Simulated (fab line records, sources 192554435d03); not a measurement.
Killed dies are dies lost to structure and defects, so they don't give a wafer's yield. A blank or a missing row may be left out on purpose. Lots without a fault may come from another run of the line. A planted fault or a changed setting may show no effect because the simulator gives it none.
fab line records | flow n5_finfet
record lots=8 wafers=24 last_day=18
route steps=1938 shown BEOL_M1@770 BEOL_M4@1111 PASSIVATION@1936
lots that met no fault: from a run of the same line without faults
start_h: hours from the record's first day to the start of the lot's first wafer shown | wait_h: hours since the lot's step before | " the same as in the row above | L1.1+2: a row that stands for several wafers | - no value, or no start given | * or withheld: withheld | < > ~ a bound
route shown NAME@n: a module of which the file shows steps, and the number in the route of the first | usual: mean/standard deviation of fault-free wafers | same: alike in all rows | chamber/n: place in a boat | sites: the reading at each site | _std_site: their standard deviation | _edge_site: outer sites' mean less inner sites' | radius_mm: how far each site lies from the wafer's centre | mask NAME#n: copy n | behind: the tool/chamber that last shaped the wafer | hold: why the lot was held/for how many hours/how that ended | device: the transistor (n, p or np) that didn't switch | end of line: the same wafers' tests at the end of the route | a step without rows: its recipe alone | killed: dies lost to structure and defects at the first sort, not the wafer's yield | map: a wafer's dies, x killed, . not, _ none there
set.NAME: the setting as run; set.NAME@STEP: as run at that earlier step | model.NAME: the simulator's own value behind a step, which no gauge read
steps of the route over a sample of lots; a table a step, a row a wafer
services: from which hour (start_h, from the record's first day; less than 0 if before it) a tool's chamber was out of use, for how many hours, and why
## steps
# step N5_BEOL_M1_ETCH_64
# recipe chemistry=N2/H2 target=SOC target_depth_a=750 overetch_a=150 mask_material=SiARC temp_c=40 time_s=112.5 ion_energy_ev=200 pressure_mtorr=30 source_w=840 bias_w=150 n2_flow_sccm=200 h2_flow_sccm=200
# usual drypump_motor_current_A=5.6/0.43 oes_product_au=0.62/0.064 rf_vpp_V=524.3/2.1 showerhead_plenum_p_Torr=2.56/0.071 throttle_valve_pct=17.88/0.3
# columns lot.wafer tool chamber start_h wait_h drypump_motor_current_A oes_product_au rf_hours_counter_h rf_vpp_V showerhead_plenum_p_Torr throttle_valve_pct
L448.3 rie_diel-02 1 120.67 0.0 6.5 0.58 183 523.0 2.52 17.87
L448.4 " 3 " " 5.1 0.56 218 522.3 2.53 18.01
L448.5 " 2 " " 5.4 0.59 - 526.4 2.64 17.52
L452.1 rie_diel-04 1 148.15 0.0 5.7 0.56 200 521.8 2.55 18.46
L452.2 " 2 " " 5.6 0.65 73 527.7 2.69 17.68
L452.4 " 0 " " 6.0 0.57 207 524.3 2.64 18.16
L454.2 rie_diel-03 2 164.41 0.0 5.6 0.67 72 524.8 2.55 17.37
L454.5 " 0 " " 5.6 0.77 - 522.1 2.50 17.38
L454.6 " 1 " " 4.9 0.74 - 522.6 2.50 17.84
L455.2 rie_diel-04 2 165.45 0.0 5.6 0.65 77 527.2 2.68 17.68
L455.4 " 1 " " 5.8 0.56 205 524.4 2.54 18.45
L455.6 " 1 " " 5.8 0.55 - 523.7 2.54 18.45
L464.2 rie_diel-04 2 214.28 0.0 5.6 0.64 91 526.7 2.68 17.69
L464.3 " 1 " " 5.8 0.54 217 524.0 2.54 18.49
L464.6 " 3 " " 5.2 0.55 - 526.0 2.64 18.06
L465.1 rie_diel-02 2 221.37 0.0 5.4 0.58 174 527.5 2.63 17.56
L465.3 " 1 " " 6.5 0.57 208 522.4 2.51 17.90
L465.6 " 3 " " 5.1 0.54 - 522.6 2.52 18.05
L468.1 rie_diel-02 1 252.55 0.0 6.5 0.57 218 524.1 2.50 17.92
L468.4 " 0 " " 5.5 0.63 - 520.9 2.46 17.94
L468.5 " 1 " " 6.5 0.57 - 523.1 2.51 17.90
L469.1 rie_diel-04 2 256.20 0.0 5.6 0.63 103 527.4 2.67 17.72
L469.3 " 0 " " 6.0 0.56 236 525.9 2.63 18.22
L469.5 " 0 " " 6.1 0.56 - 525.9 2.63 18.24
# step N5_BEOL_M1_DESCUM_33
# recipe chemistry=O2 time_s=7 source_power_w=50 bias_power_w=20 pressure_mtorr=20 rf_frequency_hz=2.712e+07 temp_c=40 resist=CAR-EUV o2_flow_sccm=225
# usual drypump_motor_current_A=5.6/0.42 oes_product_au=0.79/0.092 rf_vpp_V=243.3/1.2 showerhead_plenum_p_Torr=2.09/0.047 throttle_valve_pct=20.37/0.28
# columns lot.wafer tool chamber start_h wait_h drypump_motor_current_A oes_product_au rf_hours_counter_h rf_vpp_V showerhead_plenum_p_Torr throttle_valve_pct
L448.3 rie_diel-03 0 121.49 0.0 5.6 0.64 247 243.1 2.04 20.42
L448.4 " 3 " " 6.0 0.82 122 243.1 2.10 20.46
L448.5 " 2 " " 5.6 0.88 - 244.0 2.10 19.98
L452.1 rie_diel-03 1 149.07 0.0 4.9 0.98 4 243.3 2.05 20.41
L452.2 " 2 " " 5.6 0.86 66 244.8 2.10 19.99
L452.4 " 3 " " 6.0 0.80 - 242.7 2.09 20.50
L454.2 rie_diel-02 1 165.33 0.0 6.5 0.71 192 243.9 2.07 20.38
L454.5 " 2 " " 5.4 0.73 - 244.7 2.16 20.13
L454.6 " 3 " " 5.1 0.70 - 242.9 2.05 20.49
L455.2 rie_diel-03 0 166.24 0.0 5.6 0.95 4 242.7 2.04 19.94
L455.4 " 2 " " 5.7 0.86 73 243.0 2.10 20.00
L455.6 " 3 " " 6.0 0.80 - 243.1 2.09 20.51
L464.2 rie_diel-03 2 215.43 0.0 5.6 0.84 87 244.0 2.09 20.04
L464.3 " 0 " " 5.6 0.93 18 243.1 2.04 19.95
L464.6 " 3 " " 6.0 0.78 - 243.3 2.09 20.52
L465.1 rie_diel-04 3 222.21 0.0 5.2 0.67 211 242.8 2.16 20.60
L465.3 " 2 " " 5.6 0.81 93 246.3 2.18 20.22
L465.6 " 1 " " 5.8 0.67 - 244.0 2.10 21.08
L468.1 rie_diel-02 2 256.64 0.0 5.4 0.72 185 243.7 2.15 20.18
L468.4 " 2 " " 5.4 0.71 - 243.8 2.15 20.17
L468.5 " 1 " " 6.5 0.70 - 241.6 2.06 20.44
L469.1 rie_diel-02 0 257.25 0.1 5.5 0.78 122 242.3 2.02 20.39
L469.3 " 2 " " 5.4 0.72 185 242.8 2.15 20.16
L469.5 " 0 " " 5.5 0.79 - 241.4 2.02 20.40
# step N5_BEOL_M1_ETCHBACK_99
# recipe chemistry=CHF3 target=SiO2 target_depth_a=50 time_s=10.4 source_w=215 bias_w=47 Ar_flow_sccm=200 CHF3_flow_sccm=12 ion_energy_ev=100 pressure_mtorr=30
# usual CHF3_flow_sccm=12.00/0.031 bias_w=47.01/0.14 drypump_motor_current_A=5.6/0.42 oes_product_au=0.78/0.086 rf_vpp_V=240/6.4 showerhead_plenum_p_Torr=2.18/0.067 throttle_valve_pct=17.15/0.23
# columns lot.wafer tool chamber start_h wait_h CHF3_flow_sccm bias_w drypump_motor_current_A oes_product_au rf_hours_counter_h rf_vpp_V showerhead_plenum_p_Torr throttle_valve_pct
L448.3 rie_diel-04 2 123.12 1.5 12.01 46.76 5.6 0.85 65 240 2.31 17.09
L448.4 " 1 " " 12.01 47.22 5.8 0.70 - 242 2.16 17.53
L448.5 " 2 " " 11.99 46.94 5.6 0.86 - 242 2.31 17.10
L452.1 rie_diel-02 0 160.28 10.8 12.04 47.00 5.5 0.81 94 252 2.08 16.87
L452.2 " 3 " " 12.01 46.96 5.0 0.69 223 228 2.15 17.46
L452.4 " 1 " " 11.98 47.01 6.5 0.73 190 243 2.14 17.11
L455.2 rie_diel-02 2 166.79 0.4 - - - - - - - -
L455.4 " 1 " " - - - - - - - -
L455.6 " 2 " " - - - - - - - -
L454.2 rie_diel-04 3 167.47 1.7 - - - - - - - -
L454.5 " 1 " " - - - - - - - -
L454.6 " 2 " " - - - - - - - -
L464.2 rie_diel-04 2 225.04 8.2 12.02 46.97 5.6 0.82 93 241 2.30 17.14
L464.3 " 1 " " 11.97 46.92 5.8 0.67 219 240 2.15 17.56
L464.6 " 2 " " 12.05 47.12 5.6 0.81 - 240 2.30 17.16
L465.1 rie_diel-04 1 226.49 3.6 11.98 46.98 5.8 0.68 220 241 2.15 17.58
L465.3 " 3 " " 11.99 47.11 5.2 0.69 212 238 2.25 17.38
L465.6 " 3 " " 11.96 47.34 5.2 0.69 - 238 2.25 17.38
L468.1 rie_diel-02 0 264.87 8.0 11.99 47.01 5.6 0.79 125 252 2.07 16.92
L468.4 " 2 " " 11.98 47.02 5.4 0.72 - 246 2.23 16.97
L468.5 " 0 " " 12.03 47.15 5.5 0.78 - 251 2.07 16.92
L469.1 rie_diel-02 3 273.74 16.3 12.00 47.17 5.1 1.00 0 228 2.14 17.03
L469.3 " 0 " " 12.00 47.27 5.5 0.78 128 252 2.07 16.93
L469.5 " 3 " " 12.00 47.21 5.1 1.00 - 229 2.14 17.01
# step N5_BEOL_M1_ETCH_70
# recipe chemistry=N2/H2 target=SOC target_depth_a=800 overetch_a=160 mask_material=SiARC temp_c=40 time_s=120 ion_energy_ev=200 pressure_mtorr=30 source_w=840 bias_w=150 n2_flow_sccm=200 h2_flow_sccm=200
# usual drypump_motor_current_A=5.6/0.42 oes_product_au=0.60/0.06 rf_vpp_V=524.3/2.1 showerhead_plenum_p_Torr=2.56/0.07 throttle_valve_pct=17.9/0.3
# columns lot.wafer tool chamber start_h wait_h drypump_motor_current_A oes_product_au rf_hours_counter_h rf_vpp_V showerhead_plenum_p_Torr throttle_valve_pct
L448.3 rie_diel-04 2 123.15 0.0 5.6 0.64 65 526.2 2.69 17.7
L448.4 " 1 " " 5.8 0.55 - 523.9 2.55 18.4
L448.5 " 2 " " 5.6 0.64 - 528.1 2.69 17.7
L452.1 rie_diel-02 0 160.31 0.0 5.5 0.63 94 522.4 2.47 17.9
L452.2 " 3 " " 5.1 0.54 223 521.0 2.52 18.0
L452.4 " 1 " " 6.5 0.57 190 524.9 2.52 17.9
L455.2 rie_diel-02 2 166.83 0.0 5.4 0.28 158 528.2 2.63 17.5
L455.4 " 1 " " 6.5 0.27 192 522.5 2.52 17.8
L455.6 " 2 " " 5.4 0.28 - 526.8 2.63 17.5
L454.2 rie_diel-04 3 167.50 0.0 5.2 0.27 196 526.1 2.65 18.0
L454.5 " 1 " " 5.8 0.26 - 522.6 2.54 18.4
L454.6 " 2 " " 5.6 0.31 - 528.0 2.68 17.6
L464.2 rie_diel-04 2 225.08 0.0 5.6 0.61 93 527.6 2.68 17.7
L464.3 " 1 " " 5.8 0.53 219 522.6 2.54 18.5
L464.6 " 2 " " 5.6 0.62 - 527.9 2.68 17.7
L465.1 rie_diel-04 1 226.52 0.0 5.8 0.53 220 524.5 2.54 18.5
L465.3 " 3 " " 5.2 0.53 212 525.7 2.64 18.1
L465.6 " 3 " " 5.2 0.53 - 526.4 2.64 18.1
L468.1 rie_diel-02 0 264.90 0.0 5.5 0.60 125 521.1 2.46 18.0
L468.4 " 2 " " 5.4 0.55 - 525.8 2.62 17.6
L468.5 " 0 " " 5.6 0.60 - 520.7 2.46 18.0
L469.1 rie_diel-02 3 273.78 0.0 5.1 0.76 0 523.1 2.51 17.6
L469.3 " 0 " " 5.5 0.60 128 521.8 2.45 17.9
L469.5 " 3 " " 5.1 0.76 - 523.0 2.51 17.6
# step N5_BEOL_M1_STRIP_36
# recipe chemistry=N2/H2 power_w=450 temp_c=40 pressure_mtorr=20 rf_frequency_hz=6e+07 overash_fraction=0.3 bias_power_w=7 h2_frac=0.5 n2_flow_sccm=200 h2_flow_sccm=200
# usual drypump_motor_current_A=5.6/0.42 oes_product_au=0.78/0.086 rf_vpp_V=59.1/1.5 showerhead_plenum_p_Torr=2.56/0.07 throttle_valve_pct=23.8/0.44
# columns lot.wafer tool chamber start_h wait_h drypump_motor_current_A oes_product_au rf_hours_counter_h rf_vpp_V showerhead_plenum_p_Torr throttle_valve_pct
L448.3 rie_diel-04 2 123.32 0.0 5.6 0.84 65 60.4 2.69 23.4
L448.4 " 1 " " 5.8 0.70 - 60.5 2.55 24.6
L448.5 " 2 " " 5.6 0.84 - 59.9 2.69 23.4
L452.1 rie_diel-02 0 160.47 0.0 5.5 0.81 94 59.8 2.47 24.2
L452.2 " 3 " " 5.0 0.70 223 58.1 2.52 23.6
L452.4 " 1 " " 6.5 0.72 190 57.6 2.51 23.8
L455.2 rie_diel-02 2 166.99 0.0 5.4 0.73 158 59.7 2.63 23.3
L455.4 " 1 " " 6.6 0.72 192 60.0 2.51 23.8
L455.6 " 2 " " 5.4 0.73 - 59.8 2.63 23.2
L454.2 rie_diel-04 3 167.66 0.0 5.2 0.70 196 60.9 2.64 24.0
L454.5 " 1 " " 5.7 0.68 - 59.9 2.54 24.5
L454.6 " 2 " " 5.6 0.82 - 57.8 2.68 23.5
L464.2 rie_diel-04 2 225.24 0.0 5.7 0.81 93 59.0 2.67 23.5
L464.3 " 1 " " 5.7 0.68 219 61.4 2.53 24.6
L464.6 " 2 " " 5.7 0.81 - 59.3 2.67 23.5
L465.1 rie_diel-04 1 226.68 0.0 5.7 0.68 220 58.3 2.53 24.6
L465.3 " 3 " " 5.2 0.69 212 60.0 2.64 24.0
L465.6 " 3 " " 5.2 0.68 - 58.7 2.64 24.0
L468.1 rie_diel-02 0 265.07 0.0 5.6 0.78 125 59.2 2.45 24.2
L468.4 " 2 " " 5.3 0.73 - 58.8 2.62 23.3
L468.5 " 0 " " 5.5 0.77 - 59.8 2.45 24.2
L469.1 rie_diel-02 3 273.94 0.0 5.1 1.01 0 60.5 2.51 23.2
L469.3 " 0 " " 5.5 0.79 128 60.9 2.45 24.2
L469.5 " 3 " " 5.1 1.02 - 57.9 2.51 23.2
# step N5_BEOL_M4_RC_MEAS_101
# usual DIBL_N=36.7/2.6 DIBL_P=36.9/2.8 IOFF_N=0.17/0.043 IOFF_P=0.22/0.05 ION_N=678/15 ION_P=465/9.2 SS_N=71.6/0.79 SS_P=73.5/0.82 VT_N=250/3.9 VT_P=-250/3.7
# columns lot.wafer tool chamber start_h wait_h DIBL_N[mV/V] DIBL_P[mV/V] IOFF_N[nA/um] IOFF_P[nA/um] ION_N[uA/um] ION_P[uA/um] SS_N[mV/dec] SS_P[mV/dec] VT_N[mV] VT_P[mV]
L448.3 prober-01 0 176.98 0.3 34.5 35.8 0.14 0.18 677 468 71.0 73.3 251 -254
L448.4 " 0 " " 37.9 39.5 0.19 0.24 684 463 72.8 74.0 251 -250
L448.5 " 0 " " 41.6 44.6 0.29 0.33 692 466 73.9 74.8 246 -247
L452.1 prober-01 0 197.44 0.0 35.0 34.6 0.14 0.17 680 466 70.4 72.9 250 -253
L452.2 " 0 " " 36.3 36.8 0.15 0.19 682 467 71.4 72.9 250 -254
L452.4 " 0 " " 37.1 37.3 0.18 0.20 694 468 71.7 72.9 247 -253
L464.2 prober-02 0 269.78 0.2 37.8 37.5 0.18 0.23 678 461 71.8 73.5 248 -250
L464.3 " 0 " " 35.0 35.2 0.13 0.20 669 467 71.2 72.2 251 -251
L464.6 " 0 " " 33.4 32.9 0.12 0.16 667 460 70.8 73.3 253 -252
L465.1 prober-01 0 272.71 0.0 37.1 36.6 0.16 0.21 675 466 72.0 73.8 248 -248
L465.3 " 0 " " 35.9 35.2 0.14 0.18 684 466 71.7 72.9 250 -252
L465.6 " 0 " " 36.6 35.2 0.15 0.19 666 456 72.3 73.9 252 -251
L468.1 prober-02 0 312.69 0.0 38.8 37.9 0.20 0.24 690 475 71.3 74.6 244 -248
L468.4 " 0 " " 36.5 35.2 0.15 0.21 664 454 70.6 73.6 251 -248
L468.5 " 0 " " 39.8 39.3 0.24 0.28 703 470 71.8 74.4 244 -248
L469.1 prober-01 0 334.76 0.0 36.3 36.2 0.13 0.19 660 460 71.8 73.1 254 -255
L469.3 " 0 " " 38.8 39.3 0.18 0.23 690 476 71.4 73.8 248 -250
L469.5 " 0 " " 40.2 40.5 0.20 0.26 685 469 72.3 73.9 248 -250
# step N5_PASSIVATION_PROBE_49
# usual defect_limited_yield=91.0/1.4 killed_at_M0_to_M3=36/9.6 killed_at_M4_up=14/6.1 killed_at_contacts=13/6.6 killed_at_front_end=40/11 killed_at_other=3.2/2.9 killed_dies=106/17 killed_on_rim=14/3.9 killed_open=71/12 killed_short=33/7.3 sort_bin_4_leakage=0.02/0.11 sort_bin_5_function=5.3/1 sort_bin_6_memory=3.4/0.68 sort_n_pass=1073/19 sort_yield_pct=91.0/1.6
# same gross_dies=1180 killed_at_back_side=0 sort_bin_8_speed[%]=0
# columns lot.wafer tool chamber start_h wait_h defect_limited_yield[%] killed_at_M0_to_M3 killed_at_M4_up killed_at_contacts killed_at_front_end killed_at_other killed_dies killed_on_rim killed_open killed_short sort_bin_4_leakage[%] sort_bin_5_function[%] sort_bin_6_memory[%] sort_n_pass sort_yield_pct[%]
L448.3 prober-02 - 287.97 0.1 92.0 26 6 22 39 1 94 17 65 27 0 5.0 2.6 1086 92.0
L448.4 prober-02 - 288.02 0.2 92.9 33 9 22 19 1 84 8 58 23 0 4.7 2.0 1096 92.9
L448.5 prober-02 - 288.07 0.2 93.9 28 7 16 17 4 72 14 54 18 0.68 3.3 2.6 1100 93.2
L452.1 prober-02 - 302.80 0.0 91.4 47 16 7 28 4 102 15 76 26 0 5.3 3.2 1078 91.4
L452.2 prober-02 - 302.85 0.1 90.2 24 29 6 49 8 116 17 77 32 0 5.8 3.6 1064 90.2
L452.4 prober-02 - 302.95 0.2 92.6 30 8 10 35 4 87 11 53 33 0 4.6 2.7 1093 92.6
L455.2 prober-02 - 311.77 0.1 0 1080 22 22 49 7 1180 152 87 34 0 95.4 4.4 0 0
L455.4 prober-02 - 311.87 0.2 0 1113 8 12 40 7 1180 152 58 34 0 96.1 3.4 0 0
L455.6 prober-02 - 311.97 0.3 0 1099 23 13 40 5 1180 152 75 29 0 97.1 2.8 0 0
L454.2 prober-02 - 317.88 0.1 0 1124 16 2 35 3 1180 152 68 22 0 96.4 3.1 0 0
L454.5 prober-02 - 318.03 0.2 0 1073 15 14 77 1 1180 152 60 34 0 97.0 2.9 0 0
L454.6 prober-02 - 318.08 0.3 0 1110 30 6 33 1 1180 152 60 33 0 96.2 3.5 0 0
L464.2 prober-01 - 372.64 0.1 90.3 29 20 22 43 1 115 17 85 29 0 6.4 3.2 1065 90.3
L464.3 prober-01 - 372.69 0.1 87.3 33 27 19 70 1 150 17 99 48 0 7.8 4.6 1030 87.3
L464.6 prober-01 - 372.84 0.3 90.4 33 23 10 45 2 113 20 81 31 0 5.4 3.8 1067 90.4
L465.1 prober-01 - 385.25 0.0 92.2 32 25 13 22 0 92 12 58 34 0 4.3 3.3 1088 92.2
L465.3 prober-01 - 385.35 0.1 90.6 50 12 8 41 0 111 10 64 39 0 5.7 2.8 1069 90.6
L465.6 prober-01 - 385.50 0.3 90.2 59 15 16 26 0 116 16 79 34 0 4.9 4.6 1064 90.2
L468.1 prober-02 - 426.15 0.0 92.8 27 9 23 24 2 85 8 54 30 0 4.3 2.8 1095 92.8
L468.4 prober-02 - 426.30 0.2 92.9 26 16 11 25 6 84 12 58 22 0 3.8 3.1 1096 92.9
L468.5 prober-02 - 426.35 0.2 92.8 30 9 12 29 5 85 14 53 28 0 4.3 2.7 1095 92.8
L469.1 prober-02 - 443.20 0.1 92.0 48 8 9 27 2 94 9 72 22 0 4.8 2.9 1086 92.0
L469.3 prober-02 - 443.30 0.2 88.9 68 10 3 46 4 131 14 91 38 0 5.8 5.0 1049 88.9
L469.5 prober-02 - 443.40 0.3 92.9 24 16 7 35 2 84 6 54 28 0 4.3 2.5 1096 92.9
# killed by level:class
L448.3 MOL_CONTACT_COAG:geometric_particle:open=17 BEOL_M3:geometric_particle:open=6 STI_FIN_REVEAL:geometric_particle:open=6 BEOL_M0_SAQP:geometric_particle:short=6 STARTING-WAFER:geometric_particle:open=6 MOL_CONTACT_COAG:geometric_particle:short=5 BEOL_M2:geometric_particle:open=5 STARTING-WAFER:geometric_particle:short=5
L448.4 MOL_CONTACT_COAG:geometric_particle:open=19 BEOL_M0_SAQP:geometric_particle:short=9 BEOL_M3:geometric_particle:open=8 BEOL_M0_SAQP:geometric_particle:open=5 BEOL_M2:geometric_particle:open=5 STI_FIN_REVEAL:geometric_particle:open=4 GATE_CUT:geometric_particle:open=3 MOL_CONTACT_COAG:geometric_particle:short=3
L448.5 MOL_CONTACT_COAG:geometric_particle:open=15 BEOL_M3:geometric_particle:open=8 BEOL_M0_SAQP:geometric_particle:open=6 STI_FIN_REVEAL:geometric_particle:open=4 BEOL_M3:geometric_particle:short=4 FIN_SAQP:geometric_particle:open=3 FIN_SAQP:geometric_particle:short=3 BEOL_M1:geometric_particle:short=3
L452.1 BEOL_M1:geometric_particle:open=13 BEOL_M3:geometric_particle:open=11 STI_FIN_REVEAL:geometric_particle:open=8 BEOL_M4:geometric_particle:open=7 MOL_CONTACT_COAG:geometric_particle:open=5 BEOL_M0_SAQP:geometric_particle:short=5 BEOL_M2:geometric_particle:open=5 GATE_CUT:geometric_particle:short=4
L452.2 BEOL_M4:geometric_particle:open=17 FIN_SAQP:geometric_particle:open=14 BEOL_M2:geometric_particle:open=14 FIN_SAQP:geometric_particle:short=8 STI_FIN_REVEAL:geometric_particle:open=7 DUMMY_GATE:geometric_particle:open=4 GATE_CUT:geometric_particle:short=4 MOL_CONTACT_COAG:geometric_particle:open=4
L452.4 FIN_SAQP:geometric_particle:open=8 FIN_SAQP:geometric_particle:short=8 MOL_CONTACT_COAG:geometric_particle:open=7 BEOL_M2:geometric_particle:open=6 BEOL_M0_SAQP:geometric_particle:short=6 STI_FIN_REVEAL:geometric_particle:open=5 BEOL_M0_SAQP:geometric_particle:open=5 BEOL_M3:geometric_particle:open=4
L455.2 BEOL_M1:area_etchback=1051 MOL_CONTACT_COAG:geometric_particle:open=16 BEOL_M4:geometric_particle:open=14 FIN_SAQP:geometric_particle:open=9 BEOL_M2:geometric_particle:open=8 FIN_SAQP:geometric_particle:short=7 STI_FIN_REVEAL:geometric_particle:open=7 BEOL_M3:geometric_particle:open=7
L455.4 BEOL_M1:area_etchback=1087 STI_FIN_REVEAL:geometric_particle:open=14 MOL_CONTACT_COAG:geometric_particle:open=9 BEOL_M3:geometric_particle:open=6 GATE_CUT:geometric_particle:short=5 BEOL_M3:geometric_particle:short=5 BEOL_M0_SAQP:geometric_particle:open=4 STARTING-WAFER:geometric_particle:open=4
L455.6 BEOL_M1:area_etchback=1069 FIN_SAQP:geometric_particle:open=12 MOL_CONTACT_COAG:geometric_particle:open=11 BEOL_M2:geometric_particle:open=9 STI_FIN_REVEAL:geometric_particle:open=8 BEOL_M4:geometric_particle:open=8 FIN_SAQP:geometric_particle:short=7 BEOL_M3:geometric_particle:open=6
L454.2 BEOL_M1:area_etchback=1090 BEOL_M1:geometric_particle:open=18 BEOL_M4:geometric_particle:open=10 GATE_CUT:geometric_particle:short=8 BEOL_M2:geometric_particle:open=7 STI_FIN_REVEAL:geometric_particle:open=6 FIN_SAQP:geometric_particle:open=5 DUMMY_GATE:geometric_particle:open=5
L454.5 BEOL_M1:area_etchback=1049 FIN_CUT:area_etch=37 MOL_CONTACT_COAG:geometric_particle:open=12 BEOL_M4:geometric_particle:open=9 FIN_SAQP:geometric_particle:short=7 GATE_CUT:geometric_particle:short=5 BEOL_M1:geometric_particle:open=5 BEOL_M2:geometric_particle:open=5
L454.6 BEOL_M1:area_etchback=1087 BEOL_M4:geometric_particle:open=15 GATE_CUT:geometric_particle:short=8 MOL_CONTACT_COAG:geometric_particle:open=5 BEOL_M1:geometric_particle:short=5 BEOL_M5:geometric_particle:open=5 ILD0:geometric_particle:open=4 GATE_CUT:geometric_particle:open=4
L464.2 MOL_CONTACT_COAG:geometric_particle:open=17 STI_FIN_REVEAL:geometric_particle:open=11 BEOL_M4:geometric_particle:open=9 BEOL_M0_SAQP:geometric_particle:open=8 BEOL_M1:geometric_particle:open=8 BEOL_M2:geometric_particle:open=7 DUMMY_GATE:geometric_particle:open=5 MOL_CONTACT_COAG:geometric_particle:short=5
L464.3 STI_FIN_REVEAL:geometric_particle:open=17 FIN_SAQP:geometric_particle:open=16 MOL_CONTACT_COAG:geometric_particle:open=13 BEOL_M4:geometric_particle:open=12 BEOL_M0_SAQP:geometric_particle:open=9 BEOL_M2:geometric_particle:open=8 DUMMY_GATE:geometric_particle:open=6 GATE_CUT:geometric_particle:short=6
L464.6 BEOL_M0_SAQP:geometric_particle:open=14 BEOL_M4:geometric_particle:open=12 STI_FIN_REVEAL:geometric_particle:open=12 MOL_CONTACT_COAG:geometric_particle:open=9 FIN_SAQP:geometric_particle:short=7 BEOL_M0_SAQP:geometric_particle:short=7 STI_FIN_REVEAL:geometric_particle:short=5 FIN_SAQP:geometric_particle:open=4
L465.1 BEOL_M4:geometric_particle:open=13 MOL_CONTACT_COAG:geometric_particle:open=10 BEOL_M1:geometric_particle:open=10 BEOL_M0_SAQP:geometric_particle:short=9 BEOL_M1:geometric_particle:short=7 STARTING-WAFER:geometric_particle:open=4 STARTING-WAFER:geometric_particle:short=4 FIN_SAQP:geometric_particle:short=3
L465.3 BEOL_M1:geometric_particle:open=14 BEOL_M0_SAQP:geometric_particle:open=10 FIN_SAQP:geometric_particle:short=9 BEOL_M4:geometric_particle:open=8 BEOL_M1:geometric_particle:short=7 BEOL_M2:geometric_particle:open=7 MOL_CONTACT_COAG:geometric_particle:open=6 FIN_SAQP:geometric_particle:open=5
L465.6 BEOL_M1:geometric_particle:open=18 MOL_CONTACT_COAG:geometric_particle:open=13 BEOL_M0_SAQP:geometric_particle:open=12 BEOL_M0_SAQP:geometric_particle:short=11 BEOL_M1:geometric_particle:short=6 FIN_SAQP:geometric_particle:short=5 FIN_SAQP:geometric_particle:open=5 BEOL_M3:geometric_particle:open=4
L468.1 MOL_CONTACT_COAG:geometric_particle:open=19 STARTING-WAFER:geometric_particle:short=6 BEOL_M2:geometric_particle:open=5 BEOL_M0_SAQP:geometric_particle:open=5 BEOL_M3:geometric_particle:open=5 MOL_CONTACT_COAG:geometric_particle:short=4 BEOL_M0_SAQP:geometric_particle:short=4 BEOL_M4:geometric_particle:open=4
L468.4 MOL_CONTACT_COAG:geometric_particle:open=9 DUMMY_GATE:geometric_particle:open=7 BEOL_M0_SAQP:geometric_particle:short=5 BEOL_M2:geometric_particle:open=5 BEOL_M4:geometric_particle:open=5 STI_FIN_REVEAL:geometric_particle:open=4 GATE_CUT:geometric_particle:short=4 BEOL_M0_SAQP:geometric_particle:open=4
L468.5 MOL_CONTACT_COAG:geometric_particle:open=11 BEOL_M2:geometric_particle:open=7 FIN_SAQP:geometric_particle:short=5 BEOL_M1:geometric_particle:open=5 BEOL_M4:geometric_particle:open=5 BEOL_M0_SAQP:geometric_particle:open=4 BEOL_M0_SAQP:geometric_particle:short=4 BEOL_M0:geometric_particle:short=4
L469.1 BEOL_M2:geometric_particle:open=18 BEOL_M1:geometric_particle:open=15 STI_FIN_REVEAL:geometric_particle:open=12 BEOL_M0_SAQP:geometric_particle:open=6 MOL_CONTACT_COAG:geometric_particle:open=5 BEOL_M4:geometric_particle:open=5 GATE_CUT:geometric_particle:short=4 MOL_CONTACT_COAG:geometric_particle:short=4
L469.3 BEOL_M1:geometric_particle:open=19 BEOL_M0_SAQP:geometric_particle:open=14 GATE_CUT:geometric_particle:open=12 BEOL_M2:geometric_particle:open=11 STI_FIN_REVEAL:geometric_particle:open=9 BEOL_M0_SAQP:geometric_particle:short=8 BEOL_M4:geometric_particle:open=6 GATE_CUT:geometric_particle:short=6
L469.5 GATE_CUT:geometric_particle:short=7 BEOL_M0_SAQP:geometric_particle:short=6 MOL_CONTACT_COAG:geometric_particle:open=6 BEOL_M4:geometric_particle:open=6 BEOL_M1:geometric_particle:open=5 BEOL_M2:geometric_particle:open=5 FIN_SAQP:geometric_particle:open=4 DUMMY_GATE:geometric_particle:open=4
## services
# columns tool chamber start_h hours kind
rie_diel-04 3 100.75 14.7 repair
rie_diel-03 2 103.34 6.7 repair
rie_diel-04 0 119.99 13.8 repair
rie_diel-02 - 124.83 14.6 pm
rie_diel-03 1 126.17 - clean
rie_diel-03 1 126.17 - consumable_replace:focus_ring
rie_diel-03 1 126.17 11.5 scheduled_down
rie_diel-03 1 126.17 11.5 vent_cycle
rie_diel-03 0 137.79 - clean
rie_diel-03 0 137.79 - consumable_replace:focus_ring
rie_diel-03 0 137.79 18.6 scheduled_down
rie_diel-03 0 137.79 18.6 vent_cycle
rie_diel-04 3 200.03 2.9 repair
rie_diel-03 2 218.45 2.0 repair
rie_diel-02 3 250.70 - clean
rie_diel-02 3 250.70 - consumable_replace:focus_ring
rie_diel-02 3 250.70 20.8 scheduled_down
rie_diel-02 3 250.70 20.8 vent_cycle
## key
first_sign step=N5_BEOL_M1_ETCHBACK_99 reading=tool_record direction=missing
effect step=N5_BEOL_M1_ETCH_70 reading=oes_product_au direction=down sigmas=5.3 usual=0.60 struck=0.28
effect step=N5_PASSIVATION_PROBE_49 reading=killed_at_M0_to_M3 direction=up sigmas=99+ usual=36 struck=1100
more_kills_born_at N5_BEOL_M1_ETCHBACK_99@rie_diel-04=3226 N5_BEOL_M1_ETCHBACK_99@rie_diel-02=3207
met_at N5_BEOL_M1_ETCHBACK_99
struck_lots L454,L455
later_rows_left_out L454.2,L454.5,L454.6,L455.2,L455.4,L455.6
baseline_loss step=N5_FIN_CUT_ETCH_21 wafers=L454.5
not_acting_at N5_BEOL_M1_ETCH_64,N5_BEOL_M1_DESCUM_33,N5_BEOL_M1_STRIP_36
onset_between 160.28 166.79
fault kind=skipped_step_whole tool=rie_diel-02,rie_diel-04 chamber=- onset_h=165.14 steps=N5_BEOL_M1_ETCHBACK_99 scope=struck_lots_only
# later_rows_left_out: the simulator's readings of these wafers behind a module that went badly wrong aren't trusted and aren't shown, but for the sort
# baseline_loss: these wafers lose ten dies or more at that step, a loss of the line's own and not of a fault; the sort's usual values leave them out
